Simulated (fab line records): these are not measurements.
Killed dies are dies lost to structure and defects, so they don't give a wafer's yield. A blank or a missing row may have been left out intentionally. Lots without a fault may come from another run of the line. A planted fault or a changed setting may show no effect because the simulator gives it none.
Chamber matching -- flow nand harc -- NHARC_P_M2_PRE_CLEAN_32 on pecvd-02 has 3 sister chambers
The step time 12 s. 3 wafers are shown with their chamber, then 7 later ones without.

== WAFERS PAIRED WITH THEIR CHAMBERS ==
wafer,chamber,heater power w (W)
L081.2,1,608
L088.1,2,627
L088.3,0,706

== WAFERS MISSING THEIR CHAMBER ==
wafer,heater power w (W)
L088.6,694
L092.3,694
L092.4,665
L092.6,699
L097.2,681
L097.4,673
L097.5,643

== THE CHAMBER EACH PASSED THROUGH ==
wafer,from the rows above,in truth
L088.6,0,0
L092.3,0,0
L092.4,can't be placed: 2 or 0 or 1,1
L092.6,0,0
L097.2,can't be placed: 0 or 2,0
L097.4,can't be placed: 0 or 2 or 1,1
L097.5,can't be placed: 2 or 1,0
Correctly placed: 3 of 7. Not placeable from these rows: 4 (in 3, the candidates include the true chamber). Placed wrongly: 0.
How it was worked out, from the rows above alone: a wafer's distance from a chamber is the root of the sum, over the readings, of the square of ((its reading less the chamber's mean) divided by the reading's scatter). The wafer belongs to the nearest chamber; if the next one is less than 2 further off, it can't be placed. The mean given for a chamber averages the wafers shown for that chamber. The scatter (one wafer shown for each chamber): square how far every hidden wafer sits from the nearest shown wafer, average those squares and take the square root.
